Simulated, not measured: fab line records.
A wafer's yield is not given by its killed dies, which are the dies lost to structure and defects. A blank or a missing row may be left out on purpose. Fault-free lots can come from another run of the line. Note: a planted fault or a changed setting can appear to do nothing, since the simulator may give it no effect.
Split-lot trial | flow n5_finfet | 39 wafers read from 7 lots, route of 1938 steps

## THE SPLIT
At N5_BEOL_M9_ILD_DEP_00 (deposits SiCOH lowk from DEMS/porogen, target thk 308.51 nm, time 58 s), the setting time_s was moved away from the recipe's 58 s on 12 of the 39 wafers read, by -53.8% to +16.5%. This setting was run at the recipe's value on the other wafers.

## SPLIT TO READING: what lies between them in the file, 1 step
- N5_BEOL_M9_CURE_71: cures SiCOH lowk, time 240 s

## THE READING
M9_ILD_THK (nm), taken at N5_BEOL_M9_THK_MEAS_01. Typical for fault-free wafers on this fab line: 269 nm, with standard deviation 3.4 nm.

wafer  | tool, chamber at the split | time_s as run, s | against the recipe | M9_ILD_THK, nm | against lot-mates on the recipe
L076.1 | pecvd-03, 1                | 58               | recipe             | 267            | -
L076.2 | pecvd-03, 2                | 58               | recipe             | 265            | -
L076.3 | pecvd-03, 0                | 58               | recipe             | 266            | -
L076.4 | pecvd-03, 2,0              | 58               | recipe             | 267            | -
L076.5 | pecvd-03, 2,0              | 58               | recipe             | 267            | -
L076.6 | pecvd-03, 1                | 58               | recipe             | 270            | -
L081.1 | pecvd-01, 2,1              | 26.78            | -53.8%             | 127            | -142
L081.2 | pecvd-01, 1                | 26.78            | -53.8%             | 124            | -145
L081.3 | pecvd-01, 0                | 58               | recipe             | 267            | -
L081.4 | pecvd-01, 2,1              | 26.78            | -53.8%             | 127            | -142
L081.5 | pecvd-01, 0                | 58               | recipe             | 271            | -
L081.6 | pecvd-01, 2                | 58               | recipe             | 270            | -
L078.2 | pecvd-03, 2                | 58               | recipe             | 263            | -
L078.4 | pecvd-03, 1                | 58               | recipe             | 269            | -
L078.6 | pecvd-03, 0                | 58               | recipe             | 269            | -
L084.1 | pecvd-01, 2                | 67.59            | +16.5%             | 309            | +34
L084.2 | pecvd-01, 1                | 58               | recipe             | 273            | -
L084.3 | pecvd-01, 0                | 67.59            | +16.5%             | 316            | +41
L084.4 | pecvd-01, 1                | 58               | recipe             | 277            | -
L084.5 | pecvd-01, 0                | 67.59            | +16.5%             | 320            | +45
L084.6 | pecvd-01, 2                | 58               | recipe             | 276            | -
L087.1 | pecvd-02, 2                | 58               | recipe             | 272            | -
L087.2 | pecvd-02, 0                | 39.4             | -32.1%             | 186            | -87
L087.3 | pecvd-02, 1                | 58               | recipe             | 275            | -
L087.4 | pecvd-02, 0                | 39.4             | -32.1%             | 191            | -82
L087.5 | pecvd-02, 1                | 39.4             | -32.1%             | 186            | -87
L087.6 | pecvd-02, 2                | 58               | recipe             | 272            | -
L090.1 | pecvd-02, 2                | 58               | recipe             | 263            | -
L090.2 | pecvd-02, 0                | 58               | recipe             | 265            | -
L090.3 | pecvd-02, 1                | 58               | recipe             | 267            | -
L090.4 | pecvd-02, 0                | 58               | recipe             | 268            | -
L090.5 | pecvd-02, 1                | 58               | recipe             | 274            | -
L090.6 | pecvd-02, 2                | 58               | recipe             | 270            | -
L096.1 | pecvd-02, 0                | 31.64            | -45.4%             | 148            | -120
L096.2 | pecvd-02, 2                | 58               | recipe             | 267            | -
L096.3 | pecvd-02, 1                | 58               | recipe             | 266            | -
L096.4 | pecvd-02, 1                | 31.64            | -45.4%             | 152            | -116
L096.5 | pecvd-02, 2                | 31.64            | -45.4%             | 148            | -120
L096.6 | pecvd-02, 0                | 58               | recipe             | 271            | -
Rows listing several chambers each stand for several wafers; the file does not say which wafer went through which chamber.

FIT RESULTS
A straight line over all 39 wafers: M9_ILD_THK changes by +2.64 nm for each +1% of time_s; r = +1.00; the points scatter about the line by 3.7 nm.
The same after taking each lot's own level away (the mean of its wafers on the recipe; 39 wafers): +2.63 nm for each +1%; r = +1.00; scatter 2.8 nm.
On that fit, the largest move of time_s shifts the reading by 1.4e+02 nm.
The span of the lots' own levels, 267.0 to 275.3 nm, comes to 2.5 times the standard deviation stated above.
So the lot-to-lot level changes the slope little: the two slopes agree.
Check: -142 nm against its lot-mates is what the line predicts for one of the wafers moved furthest among these (-53.8%) when that wafer is left out of the fit. Against them it came out at -142 nm.

## THE WHOLE CHAIN: every reading that the file lists as answering this split, in the file's order
step                   | what it does                                                           | reading                                                                                  | change (the file's fit)              | r (the file's)
N5_BEOL_M9_ILD_DEP_00  | deposits SiCOH lowk from DEMS/porogen, target thk 308.51 nm, time 58 s | SiCOH_lowk_of_BEOL_M9_ILD_DEP_00.thk_nm (the simulator's own value, which no gauge read) | +3 nm for each +1% of the setting    | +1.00
N5_BEOL_M9_CURE_71     | cures SiCOH lowk, time 240 s                                           | SiCOH_lowk_of_BEOL_M9_ILD_DEP_00.thk_nm (the simulator's own value, which no gauge read) | +2.63 nm for each +1% of the setting | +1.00
N5_BEOL_M9_THK_MEAS_01 |                                                                        | M9_ILD_THK                                                                               | +2.63 for each +1% of the setting    | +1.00

## FILE'S OWN FIT
M9_ILD_THK changes by +2.63 nm for each +1% of time_s, r = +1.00.
